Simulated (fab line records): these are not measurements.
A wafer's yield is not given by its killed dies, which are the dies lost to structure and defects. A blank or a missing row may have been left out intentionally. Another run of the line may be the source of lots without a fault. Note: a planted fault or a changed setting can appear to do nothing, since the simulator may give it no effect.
Chamber matching | flow n5-finfet | N5_BEOL_M9_ETCH_62 on rie-diel-01 has 4 sister chambers
The step etches SOC in N2/H2, target depth 110 nm, overetch 22 nm, time 165 s. 16 wafers are shown with their chamber, then 8 later ones without.

== WAFERS WITH THEIR CHAMBER ==
wafer  | chamber | drypump-motor-current-A (A) | throttle-valve-pct (%) | oes-product-au (a.u.)
L074.1 | 0       | 6.0                         | 17.84                  | 0.63
L074.3 | 3       | 6.3                         | 17.78                  | 0.64
L074.6 | 1       | 5.7                         | 17.89                  | 0.57
L076.4 | 2       | 5.6                         | 17.59                  | 0.72
L076.5 | 1       | 5.7                         | 17.91                  | 0.57
L076.6 | 0       | 6.0                         | 17.86                  | 0.62
L083.2 | 0       | 6.0                         | 17.88                  | 0.61
L083.3 | 3       | 6.4                         | 17.79                  | 0.63
L083.5 | 3       | 6.3                         | 17.82                  | 0.63
L086.2 | 0       | 6.0                         | 17.89                  | 0.61
L086.3 | 2       | 5.6                         | 17.62                  | 0.70
L086.6 | 2       | 5.6                         | 17.61                  | 0.69
L089.1 | 1       | 5.7                         | 17.49                  | 0.77
L089.3 | 2       | 5.6                         | 17.60                  | 0.69
L089.5 | 3       | 6.3                         | 17.83                  | 0.63
L090.4 | 3       | 6.3                         | 17.83                  | 0.63

SIGNATURES (averages over the wafers above)
reading                 | chamber 0 | chamber 1 | chamber 2 | chamber 3 | scatter within a chamber
drypump-motor-current-A | 6.000     | 5.700     | 5.600     | 6.320     | 0.0258
throttle-valve-pct      | 17.8675   | 17.7633   | 17.6050   | 17.8100   | 0.0985
oes-product-au          | 0.6175    | 0.6367    | 0.7000    | 0.6320    | 0.048
Rule: a wafer lies at a distance from a chamber equal to the root of the sum of squares, over the readings, of (its reading less the chamber's mean, divided by the reading's scatter). If the next closest chamber is less than 2 further off than the closest, the wafer can't be placed; otherwise it belongs to the closest. How the scatter is found: for the shown wafers, subtract from each reading the mean of its chamber, square and add these, divide the total by (wafers less chambers), then take the root.

== WAFERS MISSING THEIR CHAMBER ==
wafer  | drypump-motor-current-A (A) | throttle-valve-pct (%) | oes-product-au (a.u.)
L090.5 | 6.3                         | 17.83                  | 0.63
L090.6 | 6.0                         | 17.91                  | 0.60
L091.2 | 5.6                         | 17.62                  | 0.69
L091.4 | 6.1                         | 17.90                  | 0.61
L091.6 | 5.7                         | 17.61                  | 0.68
L096.2 | 5.7                         | 17.50                  | 0.75
L096.4 | 5.6                         | 17.65                  | 0.68
L096.5 | 6.0                         | 17.95                  | 0.60

== WHICH CHAMBER EACH ONE RAN IN ==
wafer  | from the rows above     | in truth
L090.5 | 3                       | 3
L090.6 | 0                       | 0
L091.2 | 2                       | 2
L091.4 | 0                       | 0
L091.6 | 1                       | 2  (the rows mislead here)
L096.2 | can't be placed: 1 or 2 | 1
L096.4 | 2                       | 2
L096.5 | 0                       | 0
Correct placement for 6 of the 8. Cannot be placed on the basis of these rows: 1; the candidates contain the true chamber in 1. Placed wrongly: 1.
